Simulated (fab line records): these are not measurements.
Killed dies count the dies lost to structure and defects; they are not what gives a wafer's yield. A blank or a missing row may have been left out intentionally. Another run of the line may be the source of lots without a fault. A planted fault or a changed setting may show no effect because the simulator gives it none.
fab line records	flow n5-finfet	part 1 of 2: steps 1 to 24 of 32
record: lots: 5	wafers: 15	last-day: 19
route steps=1938 shown BEOL_M3@999 BEOL_M4@1021
lots that met no fault: taken from a fault-free run of the same line
start-h: hours from the record's first day to the start of the lot's first wafer shown	wait-h: hours since the lot's step before	" same as the row above	L1.1+2: a row that stands for several wafers	- no value present, or no start provided	* or withheld: withheld	< > ~ a bound
route shown NAME@n: a module of which the file shows steps, and the number in the route of the first	usual: mean/standard deviation of fault-free wafers	same: alike in all rows	chamber/n: place in a boat	sites: readings site by site	_std_site: the values' standard deviation	_edge_site: inner sites' mean taken away from outer sites' mean	radius-mm: for every site, how far away it sits from the centre of the wafer	mask NAME#n: copy n	behind: the most recent tool/chamber to have shaped the wafer	hold: what put the lot on hold/how long, in hours/how the hold closed	device: which transistor (n, p or np) failed to switch	end of line: the route-end tests of the same wafers	for a step that has no rows: nothing shown but its recipe	killed: not the wafer's yield, but the dies lost to structure and defects at the first sort	map: dies across one wafer; x = killed, . = not, _ = none there
set.NAME: setting as actually run; set.NAME@STEP: the setting as run at that earlier step	model.NAME: the simulator's own value behind a step, which no gauge read
lots at some steps of the route; a table a step, a row a wafer
services: the hour from which a tool's chamber was out of use, counted from the record's first day as start-h (under 0 if before that day), plus the number of hours and why
== steps ==
step: N5_BEOL_M3_ANNEAL_82
recipe: temp-c: 400	time-s: 240	ambient: vacuum
usual: heater-power-w: 843/86
lot.wafer	tool	chamber	start-h	wait-h	heater-power-w
L078.3	pvd-sputter-01	-	189.96	0.0	845
L078.4	"	-	"	"	716
L078.5	"	-	"	"	899
L084.2	pvd-sputter-01	-	237.96	0.0	878
L084.3	"	-	"	"	704
L084.6	"	-	"	"	717
L091.3	pvd-sputter-02	-	271.74	0.0	907
L091.5	"	-	"	"	898
L091.6	"	-	"	"	762
L095.2	pvd-sputter-03	-	309.28	0.0	955
L095.3	"	-	"	"	923
L095.6	"	-	"	"	709
L097.1	pvd-sputter-03	-	312.57	0.0	917
L097.2	"	-	"	"	940
L097.6	"	-	"	"	721
step: N5_BEOL_M3_SPUTTER_86
recipe: material: Cu	target-thk-a: 45	temp-c: -20	chamber-pressure-pa: 0.07	power-w: withheld	time-s: 8.29
usual: chuck-gas-flow-sccm: 1.26/0.046	throttle-valve-pct: 30.3/0.98
lot.wafer	tool	chamber	start-h	wait-h	chuck-gas-flow-sccm	throttle-valve-pct
L078.3	pvd-sputter-01	-	190.10	0.1	1.26	28.1
L078.4	"	-	"	"	1.31	30.1
L078.5	"	-	"	"	1.26	30.6
L084.2	pvd-sputter-01	-	238.10	0.1	1.27	30.4
L084.3	"	-	"	"	1.21	30.4
L084.6	"	-	"	"	1.23	30.3
L091.3	pvd-sputter-02	-	271.88	0.1	1.30	31.6
L091.5	"	-	"	"	1.29	31.7
L091.6	"	-	"	"	1.36	29.7
L095.2	pvd-sputter-03	-	309.42	0.1	1.24	29.9
L095.3	"	-	"	"	1.24	29.9
L095.6	"	-	"	"	1.22	31.2
L097.1	pvd-sputter-03	-	312.71	0.1	1.28	29.9
L097.2	"	-	"	"	1.27	29.9
L097.6	"	-	"	"	1.21	31.2
step: N5_BEOL_M3_ANNEAL_87
recipe: temp-c: 400	time-s: 240	ambient: vacuum
usual: heater-power-w: 843/86
lot.wafer	tool	chamber	start-h	wait-h	heater-power-w
L078.3	pvd-sputter-01	-	190.18	0.0	844
L078.4	"	-	"	"	709
L078.5	"	-	"	"	872
L084.2	pvd-sputter-01	-	238.18	0.0	883
L084.3	"	-	"	"	717
L084.6	"	-	"	"	689
L091.3	pvd-sputter-02	-	271.96	0.0	914
L091.5	"	-	"	"	897
L091.6	"	-	"	"	753
L095.2	pvd-sputter-03	-	309.50	0.0	940
L095.3	"	-	"	"	959
L095.6	"	-	"	"	718
L097.1	pvd-sputter-03	-	312.79	0.0	908
L097.2	"	-	"	"	936
L097.6	"	-	"	"	717
step: N5_BEOL_M3_SPUTTER_88
recipe: material: Cu	target-thk-a: 45	temp-c: -20	chamber-pressure-pa: 0.07	power-w: withheld	time-s: 8.29
usual: chuck-gas-flow-sccm: 1.27/0.054	throttle-valve-pct: 30.3/0.96
lot.wafer	tool	chamber	start-h	wait-h	chuck-gas-flow-sccm	throttle-valve-pct
L078.3	pvd-sputter-01	-	190.32	0.1	1.21	28.2
L078.4	"	-	"	"	1.31	30.2
L078.5	"	-	"	"	1.29	30.6
L084.2	pvd-sputter-01	-	238.32	0.1	1.23	30.3
L084.3	"	-	"	"	1.24	30.5
L084.6	"	-	"	"	1.25	30.4
L091.3	pvd-sputter-02	-	272.10	0.1	1.28	31.7
L091.5	"	-	"	"	1.31	31.5
L091.6	"	-	"	"	1.19	29.5
L095.2	pvd-sputter-03	-	309.64	0.1	1.25	30.3
L095.3	"	-	"	"	1.28	29.7
L095.6	"	-	"	"	1.26	31.1
L097.1	pvd-sputter-03	-	312.93	0.1	1.21	30.3
L097.2	"	-	"	"	1.27	29.6
L097.6	"	-	"	"	1.22	31.2
step: N5_BEOL_M3_ANNEAL_89
recipe: temp-c: 400	time-s: 240	ambient: vacuum
usual: heater-power-w: 841/85
lot.wafer	tool	chamber	start-h	wait-h	heater-power-w
L078.3	pvd-sputter-01	-	190.40	0.0	835
L078.4	"	-	"	"	722
L078.5	"	-	"	"	897
L084.2	pvd-sputter-01	-	238.40	0.0	879
L084.3	"	-	"	"	713
L084.6	"	-	"	"	717
L091.3	pvd-sputter-02	-	272.18	0.0	913
L091.5	"	-	"	"	892
L091.6	"	-	"	"	784
L095.2	pvd-sputter-03	-	309.72	0.0	922
L095.3	"	-	"	"	943
L095.6	"	-	"	"	720
L097.1	pvd-sputter-03	-	313.01	0.0	936
L097.2	"	-	"	"	934
L097.6	"	-	"	"	718
step: N5_BEOL_M3_SPUTTER_90
recipe: material: Cu	target-thk-a: 45	temp-c: -20	chamber-pressure-pa: 0.07	power-w: withheld	time-s: 8.29
usual: chuck-gas-flow-sccm: 1.26/0.051	throttle-valve-pct: 30.3/0.97
lot.wafer	tool	chamber	start-h	wait-h	chuck-gas-flow-sccm	throttle-valve-pct
L078.3	pvd-sputter-01	-	190.54	0.1	1.28	28.0
L078.4	"	-	"	"	1.28	30.2
L078.5	"	-	"	"	1.27	30.5
L084.2	pvd-sputter-01	-	238.54	0.1	1.30	30.4
L084.3	"	-	"	"	1.14	29.8
L084.6	"	-	"	"	1.24	30.2
L091.3	pvd-sputter-02	-	272.32	0.1	1.23	31.7
L091.5	"	-	"	"	1.28	32.0
L091.6	"	-	"	"	1.36	29.4
L095.2	pvd-sputter-03	-	309.86	0.1	1.27	30.0
L095.3	"	-	"	"	1.36	30.0
L095.6	"	-	"	"	1.29	31.2
L097.1	pvd-sputter-03	-	313.15	0.1	1.24	29.9
L097.2	"	-	"	"	1.28	29.9
L097.6	"	-	"	"	1.22	31.3
step: N5_BEOL_M3_ANNEAL_91
recipe: temp-c: 400	time-s: 240	ambient: vacuum
usual: heater-power-w: 844/85
lot.wafer	tool	chamber	start-h	wait-h	heater-power-w
L078.3	pvd-sputter-01	-	190.62	0.0	844
L078.4	"	-	"	"	703
L078.5	"	-	"	"	881
L084.2	pvd-sputter-01	-	238.62	0.0	871
L084.3	"	-	"	"	737
L084.6	"	-	"	"	711
L091.3	pvd-sputter-02	-	272.40	0.0	902
L091.5	"	-	"	"	901
L091.6	"	-	"	"	781
L095.2	pvd-sputter-03	-	309.94	0.0	889
L095.3	"	-	"	"	932
L095.6	"	-	"	"	715
L097.1	pvd-sputter-03	-	313.23	0.0	922
L097.2	"	-	"	"	933
L097.6	"	-	"	"	712
step: N5_BEOL_M3_SPUTTER_92
recipe: material: Cu	target-thk-a: 45	temp-c: -20	chamber-pressure-pa: 0.07	power-w: withheld	time-s: 8.29
usual: chuck-gas-flow-sccm: 1.26/0.051	throttle-valve-pct: 30.3/0.96
lot.wafer	tool	chamber	start-h	wait-h	chuck-gas-flow-sccm	throttle-valve-pct
L078.3	pvd-sputter-01	-	190.76	0.1	1.21	28.1
L078.4	"	-	"	"	1.34	30.2
L078.5	"	-	"	"	1.23	30.5
L084.2	pvd-sputter-01	-	238.76	0.1	1.37	30.9
L084.3	"	-	"	"	1.24	30.2
L084.6	"	-	"	"	1.23	30.4
L091.3	pvd-sputter-02	-	272.54	0.1	1.29	31.6
L091.5	"	-	"	"	1.27	31.9
L091.6	"	-	"	"	1.31	29.8
L095.2	pvd-sputter-03	-	310.08	0.1	1.21	30.1
L095.3	"	-	"	"	1.37	29.8
L095.6	"	-	"	"	1.23	31.5
L097.1	pvd-sputter-03	-	313.37	0.1	1.22	30.0
L097.2	"	-	"	"	1.29	30.0
L097.6	"	-	"	"	1.27	31.2
step: N5_BEOL_M3_ANNEAL_93
recipe: temp-c: 400	time-s: 240	ambient: vacuum
usual: heater-power-w: 843/84
lot.wafer	tool	chamber	start-h	wait-h	heater-power-w
L078.3	pvd-sputter-01	-	190.84	0.0	840
L078.4	"	-	"	"	706
L078.5	"	-	"	"	884
L084.2	pvd-sputter-01	-	238.84	0.0	890
L084.3	"	-	"	"	722
L084.6	"	-	"	"	698
L091.3	pvd-sputter-02	-	272.62	0.0	893
L091.5	"	-	"	"	920
L091.6	"	-	"	"	776
L095.2	pvd-sputter-03	-	310.16	0.0	928
L095.3	"	-	"	"	933
L095.6	"	-	"	"	725
L097.1	pvd-sputter-03	-	313.45	0.0	918
L097.2	"	-	"	"	919
L097.6	"	-	"	"	726
step: N5_BEOL_M3_SPUTTER_94
recipe: material: Cu	target-thk-a: 45	temp-c: -20	chamber-pressure-pa: 0.07	power-w: withheld	time-s: 8.29
usual: chuck-gas-flow-sccm: 1.26/0.059	throttle-valve-pct: 30.3/0.96
lot.wafer	tool	chamber	start-h	wait-h	chuck-gas-flow-sccm	throttle-valve-pct
L078.3	pvd-sputter-01	-	190.98	0.1	1.24	28.5
L078.4	"	-	"	"	1.20	30.4
L078.5	"	-	"	"	1.27	30.5
L084.2	pvd-sputter-01	-	238.98	0.1	1.33	30.5
L084.3	"	-	"	"	1.16	30.0
L084.6	"	-	"	"	1.26	30.5
L091.3	pvd-sputter-02	-	272.76	0.1	1.28	31.6
L091.5	"	-	"	"	1.38	31.4
L091.6	"	-	"	"	1.34	29.6
L095.2	pvd-sputter-03	-	310.30	0.1	1.27	29.9
L095.3	"	-	"	"	1.21	29.8
L095.6	"	-	"	"	1.23	31.2
L097.1	pvd-sputter-03	-	313.59	0.1	1.35	29.8
L097.2	"	-	"	"	1.30	29.6
L097.6	"	-	"	"	1.23	31.3
step: N5_BEOL_M3_ANNEAL_95
recipe: temp-c: 400	time-s: 240	ambient: vacuum
usual: heater-power-w: 841/84
lot.wafer	tool	chamber	start-h	wait-h	heater-power-w
L078.3	pvd-sputter-01	-	191.06	0.0	830
L078.4	"	-	"	"	715
L078.5	"	-	"	"	896
L084.2	pvd-sputter-01	-	239.06	0.0	870
L084.3	"	-	"	"	722
L084.6	"	-	"	"	713
L091.3	pvd-sputter-02	-	272.84	0.0	910
L091.5	"	-	"	"	901
L091.6	"	-	"	"	751
L095.2	pvd-sputter-03	-	310.38	0.0	924
L095.3	"	-	"	"	952
L095.6	"	-	"	"	719
L097.1	pvd-sputter-03	-	313.67	0.0	942
L097.2	"	-	"	"	939
L097.6	"	-	"	"	700
step: N5_BEOL_M3_SPUTTER_96
recipe: material: Cu	target-thk-a: 45	temp-c: -20	chamber-pressure-pa: 0.07	power-w: withheld	time-s: 8.29
usual: chuck-gas-flow-sccm: 1.26/0.049	throttle-valve-pct: 30.3/0.98
lot.wafer	tool	chamber	start-h	wait-h	chuck-gas-flow-sccm	throttle-valve-pct
L078.3	pvd-sputter-01	-	191.20	0.1	1.28	28.2
L078.4	"	-	"	"	1.23	30.3
L078.5	"	-	"	"	1.31	30.5
L084.2	pvd-sputter-01	-	239.20	0.1	1.28	30.3
L084.3	"	-	"	"	1.26	30.0
L084.6	"	-	"	"	1.20	30.2
L091.3	pvd-sputter-02	-	272.98	0.1	1.29	31.8
L091.5	"	-	"	"	1.21	31.7
L091.6	"	-	"	"	1.24	29.6
L095.2	pvd-sputter-03	-	310.52	0.1	1.24	30.0
L095.3	"	-	"	"	1.28	29.7
L095.6	"	-	"	"	1.23	31.2
L097.1	pvd-sputter-03	-	313.81	0.1	1.27	29.9
L097.2	"	-	"	"	1.26	29.7
L097.6	"	-	"	"	1.30	31.2
step: N5_BEOL_M3_ECD_50
recipe: material: Cu	target-thk-a: 3000
lot.wafer	tool	chamber	start-h	wait-h
L078.3+4+5	ecd-cu-01	1,0,0	191.34	0.1
L084.2+3+6	ecd-cu-01	1,1,0	239.32	0.1
L091.3+5+6	ecd-cu-02	1,0,1	273.11	0.1
L095.2+3+6	ecd-cu-02	1,0,1	310.64	0.1
L097.1+2+6	ecd-cu-01	1,0,0	313.92	0.1
step: N5_BEOL_M3_ANNEAL_51
recipe: temp-c: 225	time-s: 90	ambient: N2
usual: wafer_temp_C_max: 225.93/0.25
lot.wafer	tool	chamber	start-h	wait-h	wafer_temp_C_max
L078.3	rtp-anneal-02	0	191.49	0.1	226.15
L078.4	"	0	"	"	225.84
L078.5	"	0	"	"	226.05
L084.2	rtp-anneal-01	0	239.45	0.1	225.65
L084.3	"	0	"	"	225.75
L084.6	"	0	"	"	225.77
L091.3	rtp-anneal-02	0	273.27	0.1	226.36
L091.5	"	0	"	"	226.58
L091.6	"	0	"	"	226.42
L095.2	rtp-anneal-01	0	311.35	0.7	225.72
L095.3	"	0	"	"	225.91
L095.6	"	0	"	"	225.64
L097.1	rtp-anneal-02	0	317.15	3.2	226.14
L097.2	"	0	"	"	226.62
L097.6	"	0	"	"	226.04
step: N5_BEOL_M3_CMP_52
recipe: stop-on: SiOC	t-overpolish-s: 6.8	down-force-psi: 1	platen-rpm: 50	clearing-platen-down-force-psi: 1.5	clearing-platen-rpm: 50	post-cmp-clean: cu-alkaline	target-thk-nm: 40	clearing-platen-pad-velocity-m-s: 0.99484	pad-velocity-m-s: 0.99484
usual: barrier-field-endpoint-s: 24.9/0.66	clearing-platen-down-force-psi: 1.5000/0.0029	motor-current-A: 6.2/0.74	overpolish-run-s: 6.800/0.0094	time-to-endpoint-s: 62/3.2
lot.wafer	tool	chamber	start-h	wait-h	barrier-field-endpoint-s	clearing-platen-down-force-psi	motor-current-A	overpolish-run-s	time-to-endpoint-s
L078.4	cmp-02	3	191.69	0.1	23.8	1.4942	7.1	6.800	56
L078.3	"	1	"	"	25.1	1.5003	6.1	6.821	61
L078.5	"	0	"	"	25.0	1.5030	6.7	6.800	58
L084.2	cmp-02	3	239.74	0.2	24.6	1.5001	7.2	6.812	62
L084.3	"	1	"	"	25.3	1.4932	6.0	6.801	67
L084.6	"	2	"	"	25.1	1.5019	5.9	6.800	61
L091.3	cmp-04	0	273.59	0.3	25.3	1.4982	4.9	6.817	63
L091.6	"	1	"	"	25.5	1.5009	6.8	6.785	66
L091.5	"	2	"	"	24.8	1.5038	5.7	6.793	63
L095.2	cmp-02	2	312.21	0.8	23.8	1.5030	6.3	6.779	64
L095.3	"	3	"	"	24.3	1.4980	7.1	6.797	61
L095.6	"	2	"	"	24.4	1.4994	5.9	6.803	65
L097.2	cmp-01	0	317.44	0.2	25.0	1.5010	6.9	6.810	66
L097.1	"	3	"	"	24.7	1.5026	6.7	6.794	67
L097.6	"	0	"	"	25.5	1.5012	7.1	6.801	67
step: N5_BEOL_M3_THK_MEAS_53
recipe: thk-meas-gauge: xrf	reads: Cu_of_BEOL_M3_ECD_50
usual: M3_THK: 39.9/1.4
lot.wafer	tool	chamber	start-h	wait-h	M3_THK[nm]
L078.3	film-metro-02	-	191.99	-	39.5
L078.4	"	-	"	"	39.1
L078.5	"	-	"	"	39.6
L084.2	film-metro-02	-	240.00	-	39.3
L084.3	"	-	"	"	40.1
L084.6	"	-	"	"	41.0
L091.3	film-metro-02	-	273.77	-	39.3
L091.5	"	-	"	"	40.3
L091.6	"	-	"	"	40.3
L095.2	film-metro-01	-	312.51	-	39.4
L095.3	"	-	"	"	40.8
L095.6	"	-	"	"	42.2
L097.1	film-metro-02	-	317.74	-	41.9
L097.2	"	-	"	"	40.5
L097.6	"	-	"	"	42.5
step: N5_BEOL_M3_PRE_CLEAN_60
recipe: gas: NH3/H2	time-s: 15	temp-c: *	rf-power-w: 300
usual: heater-power-w: 90/18
lot.wafer	tool	chamber	start-h	wait-h	heater-power-w
L078.3	cvd-co-01	2	192.03	0.0	113
L078.4	"	1	"	"	117
L078.5	"	0	"	"	82
L084.2	cvd-co-01	2	240.04	0.0	112
L084.3	"	0	"	"	85
L084.6	"	1	"	"	119
L091.3	cvd-co-02	0	273.81	0.0	85
L091.5	"	1	"	"	64
L091.6	"	2	"	"	79
L095.2	cvd-co-02	0	312.68	0.2	86
L095.3	"	1	"	"	65
L095.6	"	2	"	"	80
L097.1	cvd-co-02	0	317.78	0.0	85
L097.2	"	2	"	"	83
L097.6	"	2	"	"	79
step: N5_BEOL_M3_CO_CAP_55
recipe: material: Co	target-thk-a: 20	temp-c: 200	precursor: CCTBA/H2	pressure-torr: 30	time-s: 102.1
usual: heater-power-w: 242/23
lot.wafer	tool	chamber	start-h	wait-h	heater-power-w
L078.3	cvd-co-01	2	192.07	0.0	263
L078.4	"	1	"	"	273
L078.5	"	0	"	"	230
L084.2	cvd-co-01	2	240.08	0.0	265
L084.3	"	0	"	"	230
L084.6	"	1	"	"	283
L091.3	cvd-co-02	0	273.85	0.0	233
L091.5	"	1	"	"	212
L091.6	"	2	"	"	230
L095.2	cvd-co-02	0	312.72	0.0	234
L095.3	"	1	"	"	208
L095.6	"	2	"	"	236
L097.1	cvd-co-02	0	317.82	0.0	235
L097.2	"	2	"	"	225
L097.6	"	2	"	"	233
step: N5_BEOL_M3_PRE_CLEAN_56
recipe: gas: NH3	time-s: 15	temp-c: withheld	rf-power-w: 300
lot.wafer	tool	chamber	start-h	wait-h
L078.3+4+5	pecvd-02	0,0,1	192.17	0.1
L084.2+3+6	pecvd-01	2,1,1	240.17	0.1
L091.3+5+6	pecvd-02	0,2,1	273.94	0.1
L095.2+3+6	pecvd-02	2,1,2	312.81	0.1
L097.1+2+6	pecvd-01	2,0,0	317.91	0.1
step: N5_BEOL_M3_DEP_57
recipe: material: SiCN	target-thk-a: 80	temp-c: withheld	precursor: 3MS/NH3	pressure-torr: 3	rf-w: 202	time-s: 14
usual: showerhead-plenum-p-Torr: 3.665/0.014	throttle-valve-pct: 9.1/0.46
lot.wafer	tool	chamber	start-h	wait-h	showerhead-plenum-p-Torr	throttle-valve-pct
L078.3	pecvd-02	0	192.20	0.0	3.641	9.6
L078.4	"	0	"	"	3.636	9.7
L078.5	"	1	"	"	3.676	9.7
L084.2	pecvd-01	2	240.19	0.0	3.674	8.1
L084.3	"	1	"	"	3.680	9.0
L084.6	"	1	"	"	3.670	9.2
L091.3	pecvd-02	0	273.96	0.0	3.634	9.3
L091.5	"	2	"	"	3.653	9.0
L091.6	"	1	"	"	3.661	9.9
L095.2	pecvd-02	2	312.84	0.0	3.661	9.0
L095.3	"	1	"	"	3.660	10.1
L095.6	"	2	"	"	3.653	8.7
L097.1	pecvd-01	2	317.93	0.0	3.688	8.3
L097.2	"	0	"	"	3.672	9.5
L097.6	"	0	"	"	3.675	9.5
step: N5_BEOL_M3_RS_MEAS_58
recipe: thk-meas-gauge: four-point-probe	reads: Co_of_BEOL_M3_CO_CAP_55+Cu_of_BEOL_M3_ECD_50+Co_of_BEOL_M3_CVD_47+TaN_of_BEOL_M3_ALD_84
usual: M3_RS: 0.67/0.032
lot.wafer	tool	chamber	start-h	wait-h	M3_RS[ohm/sq]
L078.3	film-metro-01	-	192.26	0.1	0.69
L078.4	"	-	"	"	0.69
L078.5	"	-	"	"	0.69
L084.2	film-metro-02	-	240.26	0.1	0.70
L084.3	"	-	"	"	0.68
L084.6	"	-	"	"	0.66
L091.3	film-metro-02	-	274.03	0.1	0.69
L091.5	"	-	"	"	0.67
L091.6	"	-	"	"	0.66
L095.2	film-metro-02	-	312.91	0.1	0.68
L095.3	"	-	"	"	0.66
L095.6	"	-	"	"	0.63
L097.1	film-metro-02	-	318.00	0.0	0.63
L097.2	"	-	"	"	0.66
L097.6	"	-	"	"	0.62
step: N5_BEOL_M3_INSPECT_59
recipe: inspect-instrument: darkfield	mode: post-dep
usual: raw-defect-count: 72/21
lot.wafer	tool	chamber	start-h	wait-h	raw-defect-count
L078.3	defect-inspect-02	-	192.29	0.0	61
L078.4	"	-	"	"	96
L078.5	"	-	"	"	63
L084.2	defect-inspect-02	-	240.29	0.0	86
L084.3	"	-	"	"	77
L084.6	"	-	"	"	47
L091.3	defect-inspect-01	-	274.06	0.0	51
L091.5	"	-	"	"	85
L091.6	"	-	"	"	142
L095.2	defect-inspect-01	-	312.93	0.0	91
L095.3	"	-	"	"	59
L095.6	"	-	"	"	94
L097.1	defect-inspect-02	-	318.03	0.0	73
L097.2	"	-	"	"	94
L097.6	"	-	"	"	80
step: N5_BEOL_M4_ILD_DEP_00
recipe: material: SiOC	target-thk-a: 790	temp-c: 350	precursor: DEMS/O2	pressure-torr: 5	rf-w: 500	time-s: 15.3
usual: heater-power-w: 476/59	showerhead-plenum-p-Torr: 5.694/0.015	throttle-valve-pct: 12.1/0.58
lot.wafer	tool	chamber	start-h	wait-h	heater-power-w	showerhead-plenum-p-Torr	throttle-valve-pct
L078.3	pecvd-01	0	192.33	0.0	587	5.709	12.6
L078.4	"	1	"	"	488	5.697	12.2
L078.5	"	2	"	"	521	5.711	10.8
L084.2	pecvd-03	2	240.35	0.1	398	5.688	11.4
L084.3	"	0	"	"	409	5.687	12.1
L084.6	"	2	"	"	409	5.676	11.6
L091.3	pecvd-03	1	274.09	0.0	464	5.695	12.0
L091.5	"	0	"	"	438	5.683	12.1
L091.6	"	1	"	"	463	5.693	12.0
L095.2	pecvd-03	2	312.97	0.0	412	5.693	11.6
L095.3	"	2	"	"	411	5.690	11.7
L095.6	"	2	"	"	419	5.689	11.6
L097.1	pecvd-01	2	318.06	0.0	544	5.709	11.3
L097.2	"	1	"	"	416	5.718	11.9
L097.6	"	0	"	"	608	5.715	12.6
step: N5_BEOL_M4_THK_MEAS_01
recipe: reads: SiOC_of_BEOL_M4_ILD_DEP_00
usual: M4_ILD_THK: 78.9/1
lot.wafer	tool	chamber	start-h	wait-h	M4_ILD_THK[nm]
L078.3	film-metro-02	-	192.39	0.1	78.3
L078.4	"	-	"	"	79.9
L078.5	"	-	"	"	78.6
L084.2	film-metro-02	-	240.42	0.1	78.8
L084.3	"	-	"	"	78.2
L084.6	"	-	"	"	80.2
L091.3	film-metro-01	-	274.16	0.1	78.8
L091.5	"	-	"	"	79.8
L091.6	"	-	"	"	80.0
L095.2	film-metro-02	-	313.05	0.1	77.6
L095.3	"	-	"	"	78.2
L095.6	"	-	"	"	78.1
L097.1	film-metro-02	-	318.13	0.0	78.7
L097.2	"	-	"	"	80.0
L097.6	"	-	"	"	79.5
